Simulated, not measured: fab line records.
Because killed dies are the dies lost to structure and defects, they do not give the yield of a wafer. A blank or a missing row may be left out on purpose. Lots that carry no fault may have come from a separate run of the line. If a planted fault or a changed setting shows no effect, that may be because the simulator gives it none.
A single fault, viewed from 2 desks	flow nand-harc	each desk holds nothing but its own numbers, with what lay behind them at the end

== THE DEFECT DESK ==
Counts from the inspections along the route, per lot, as means over the sampled wafers that have a number. If a lot's mean is further than 4 standard deviations from the usual mean, the lot is out of limits and carries the mark OUT (the distance appears in the brackets).
Columns: A = raw-defect-count at NHARC_A_M1_INSPECT_27, usual 490
lot	first seen here	A
L657	day 18 01:42	412
L658	day 18 08:50	480
L659	day 18 13:13	457
L662	day 18 13:25	510
L660	day 19 01:03	501
L663	day 19 09:47	509
L661	day 19 10:35	318
L665	day 20 05:01	413
L671	day 21 00:44	359
L672	day 21 20:50	541
L673	day 22 01:13	395
L676	day 22 19:16	517
L679	day 23 14:41	418
This desk's verdict: no lot among the 13 shows anything out of limits.

== DESK OF THE TOOL OWNER: rie-diel-11 ==
The tool's own readings at NHARC_A_BONDPAD_ETCH_12 (etches the open film in CHF3/O2, target depth 220 nm, time 110 s): means of the sampled wafers that have a number, for each lot that ran on this tool. If a lot's mean is further than 4 standard deviations from the usual mean, the lot is out of limits and carries the mark OUT (the distance appears in the brackets). It has 8 readings, of which 7 appear: the earliest out of limits, and the ones furthest out on some lot.
Columns: A = chf3-flow-sccm at NHARC_A_BONDPAD_ETCH_12, usual 50.00 sccm; B = oes-product-au at NHARC_A_BONDPAD_ETCH_12, usual 0.955 a.u.; C = rf-fwd-power-W at NHARC_A_BONDPAD_ETCH_12, usual 496.7 W; D = rf-vpp-V at NHARC_A_BONDPAD_ETCH_12, usual 369.7 V; E = run-length-s at NHARC_A_BONDPAD_ETCH_12, usual 131.3 s; F = showerhead-plenum-p-Torr at NHARC_A_BONDPAD_ETCH_12, usual 2.36 Torr; G = throttle-valve-pct at NHARC_A_BONDPAD_ETCH_12, usual 20.573 %
lot	first seen here	A	B	C	D	E	F	G
L658	day 18 11:09	50.09	0.967	495.9	371.4	131.2	2.41	20.578
L662	day 18 15:55	50.13	0.951	495.1	369.1	131.5	2.36	20.570
L660	day 19 03:50	49.95	0.981	495.8	369.5	131.6	2.36	20.567
L663	day 19 12:07	49.81	0.981	497.3	371.8	131.1	2.45	20.572
L671	day 21 03:07	49.94	0.965	-	372.3	121.1 (-24) OUT	2.45	20.575
L672	day 21 23:10	49.96	0.963	-	369.6	121.7 (-22) OUT	2.37	20.586
L673	day 22 03:39	49.87	0.977	-	370.8	121.7 (-22) OUT	2.42	20.578
Finding of this desk: L671, L672, L673 out of limits; the first was L671 at day 21 03:07, on run-length-s at NHARC_A_BONDPAD_ETCH_12. L658, L662, L660, L663: within limits.

== BROUGHT TOGETHER ==
The tool owner's desk had the chance to raise an alarm at day 21 03:07 on L671, L672, L673.
The defect desk saw nothing out of limits.
The defect desk has L671, L672, L673 on record, within its limits.
The lots listed all ran NHARC_A_BONDPAD_ETCH_12 on rie-diel-11.

== WHAT HAD BEEN PUT IN BY THE SIMULATOR ==
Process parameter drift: rie-diel-11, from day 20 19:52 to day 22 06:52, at NHARC_A_BONDPAD_ETCH_12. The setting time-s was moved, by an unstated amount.
Struck lots among those shown: L671, L672, L673.
Delay in hours, fault start to first out-of-limits reading, by desk: the tool owner's desk at 7.
